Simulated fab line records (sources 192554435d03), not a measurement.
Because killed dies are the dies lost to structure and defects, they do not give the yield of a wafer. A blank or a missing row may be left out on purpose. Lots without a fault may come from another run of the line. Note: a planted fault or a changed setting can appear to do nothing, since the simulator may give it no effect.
A lot that was struck, set against a sound lot ; flow n5_finfet ; 38 out of 1938 route steps
Sound: these wafers, L337.1, L337.3, L337.6. Struck: wafer L342.1 (left out: L342.5, L342.6 of the same lot, which were not struck); the cause appears at the end.
At each step with rows: each side's tool, then ch and its chambers, then its first start. Under that, the readings that differ: sound wafers ; struck wafers ; difference of the means ; sigmas: that difference in standard deviations of wafers without a fault.
alike: words and numbers the same on both sides, and readings whose means are apart by under 2 such deviations; not compared: readings that were withheld, readings missing a value for some wafer, numbers with overlapping values and no deviation given by the record, and bounds like >300 which may hide the same value.
The two part at a step that has a row with sigmas, a row that says differs or no value, or rows on one side only. Numbers that have no deviation but don't overlap get no sigmas and don't part them. Lack of a reading on every wafer of one side parts them only where that side has two or more wafers.

first, 9 steps without rows for these wafers: N5_BEOL_M9_DESCUM_33 (chemistry O2, time 7 s); N5_BEOL_M9_ETCH_76 (etches underlayer in N2/H2, target depth 6.5 nm, time 5.2 s); N5_BEOL_M9_ETCH_65 (etches SiARC in CF4, target depth 15.6 nm, time 26 s); N5_BEOL_M9_ETCH_66 (etches SOC in N2/H2, target depth 80 nm, overetch 16 nm, time 120 s); N5_BEOL_M9_STRIP_69 (strips in N2/H2); N5_BEOL_M9_STRIP_77 (strips in N2/H2); N5_BEOL_M9_VIA_ETCH_34 (etches SiCOH lowk in C4F6/O2, target depth 182.4 nm, time 68.4 s); N5_BEOL_M9_STRIP_73 (strips in C4F6/O2); N5_BEOL_M9_STRIP_36 (strips in N2/H2).
N5_BEOL_M9_TRENCH_ETCH_37: etches SiCOH lowk in C4F6/O2, target depth 151.43 nm, time 49 s.
  sound on rie_diel-02 ch 0,3, day 14 11:53; struck on rie_diel-02 ch 1, day 17 00:04
reading;sound;struck;difference;sigmas
drypump_motor_current_A (A);4.8 5.7 4.8;6.4;+1.3;+3
model.BEOL_M9.feature_depth_nm (nm);153 148 154.6;225.2;+73.3;
model.etch.depth_nm (nm);153 147.9 154.5;225.2;+73.4;
model.TiN_of_BEOL_M9_HM_DEP_02.thk_nm (nm);15.8 15.4 15.2;13.6;-1.9;
  alike: C4F6_flow_sccm, O2_flow_sccm, bias_w, mfc_ar_sccm, oes_ar_750_au, oes_product_au, rf_vpp_V, showerhead_plenum_p_Torr, throttle_valve_pct
  not compared: rf_hours_counter_h
then, 2 steps without rows for these wafers: N5_BEOL_M9_ETCH_41 (etches SiCN in CH3F/O2, target depth 36.6 nm, time 70.1 s); N5_BEOL_M9_STRIP_80 (strips in N2/H2, time 10 s).
N5_BEOL_M9_OCD_MEAS_38:
  sound on ocd-02, day 14 12:03; struck on ocd-01, day 17 00:14
reading;sound;struck;difference;sigmas
trench_depth_nm (nm);154 147 155;225;+73;+21
then, 13 steps without rows for these wafers: N5_BEOL_M9_HM_STRIP_39 (strips TiN in peroxide tin strip, target depth 25 nm, time 158 s); N5_BEOL_M9_SRD_40 (time 30 s); N5_BEOL_M9_PRECLEAN_42 (cleans in residue remover, time 60 s); N5_BEOL_M9_SRD_43 (time 30 s); N5_BEOL_M9_CURE_72 (cures SiCOH lowk, time 120 s); N5_BEOL_M9_DEGAS_44 (time 60 s); N5_BEOL_M9_PRE_CLEAN_45 (time 30 s); N5_BEOL_M9_ALD_74 (deposits TaN, target thk 2 nm, pulse time 2 s, purge time 3 s); N5_BEOL_M9_SURFACE_TREAT_79; N5_BEOL_M9_CVD_78 (deposits Co from CCTBA/H2, target thk 2 nm, time 138.9 s); N5_BEOL_M9_SPUTTER_48 (material Cu, target thk 12 nm, time 2 s); N5_BEOL_M9_ECD_50 (material Cu, target thk 318 nm); N5_BEOL_M9_ANNEAL_51 (time 90 s).
N5_BEOL_M9_CMP_52: polishes, stops on SiCOH lowk, t overpolish 7 s, target thk 140 nm.
  sound on cmp-01 ch 1,2, day 14 13:58; struck on cmp-03 ch 1, day 17 04:37
reading;sound;struck;difference;sigmas
model.Cu_of_BEOL_M9_ECD_50.thk_nm (nm);141 138 143.2;214.6;+73.9;
  alike: head_pressure_psi, motor_current_A
N5_BEOL_M9_THK_MEAS_53: measures by xrf.
  sound on film_metro-02, day 14 14:15; struck on film_metro-02, day 17 04:52
reading;sound;struck;difference;sigmas
M9_THK (nm);142 139 145;216;+74;+19
then, 2 steps without rows for these wafers: N5_BEOL_M9_PRE_CLEAN_55 (time 15 s); N5_BEOL_M9_DEP_56 (deposits SiCN from 3MS/NH3, target thk 15 nm, time 26.5 s).
N5_BEOL_M9_RS_MEAS_57: uses a four-point probe to measure.
  sound on film_metro-02, day 14 14:23; struck on film_metro-01, day 17 05:00
reading;sound;struck;difference;sigmas
M9_RS (ohm/sq);0.150 0.154 0.147;0.095;-0.055;-13
then, 5 steps without rows for these wafers: N5_BEOL_M10_ILD_DEP_00 (deposits SiCOH lowk from DEMS/porogen, target thk 308.51 nm, time 58 s); N5_BEOL_M10_CURE_71 (cures SiCOH lowk, time 240 s); N5_BEOL_M10_PECVD_70 (deposits SiO2 from TEOS/O2, target thk 20 nm, time 22.7 s); N5_BEOL_M10_HM_DEP_02 (deposits TiN, target thk 20 nm); N5_BEOL_M10_COAT_59 (time 60 s, resist thk 100 nm).
N5_BEOL_M15_RC_MEAS_101:
  sound on prober-02 ch 0, day 16 19:06; struck on prober-02 ch 0, day 19 03:55
reading;sound;struck;difference;sigmas
COMB_M15 (S/m);3.5e-12 2.7e-12 3e-12;2e-12;-1e-12;-2
SERP_M9 (ohm/um);3.08 3.15 2.99;1.91;-1.16;-11
SERP_M9_max_site (ohm/um);3.16 3.26 3.04;1.97;-1.18;-10
  alike: COMB_M10, COMB_M11, COMB_M12, COMB_M13, COMB_M14, COMB_M14_max_site, COMB_M5, COMB_M6, COMB_M7, COMB_M8, SERP_M10, SERP_M10_max_site, SERP_M11, SERP_M12, SERP_M13, SERP_M14, SERP_M5, SERP_M6, SERP_M7, SERP_M8, SERP_M8_max_site
N5_PASSIVATION_PROBE_49:
  rows exist in the record for the struck wafers here (prober-01, day 19 18:33), but not for the sound ones

## WHERE THEY PART
At N5_BEOL_M9_TRENCH_ETCH_37 first; at N5_PASSIVATION_PROBE_49 last (within this record only).

WHY: the cause the simulator had injected
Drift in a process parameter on rie_diel-02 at N5_BEOL_M9_TRENCH_ETCH_37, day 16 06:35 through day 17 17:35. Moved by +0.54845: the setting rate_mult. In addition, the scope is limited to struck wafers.
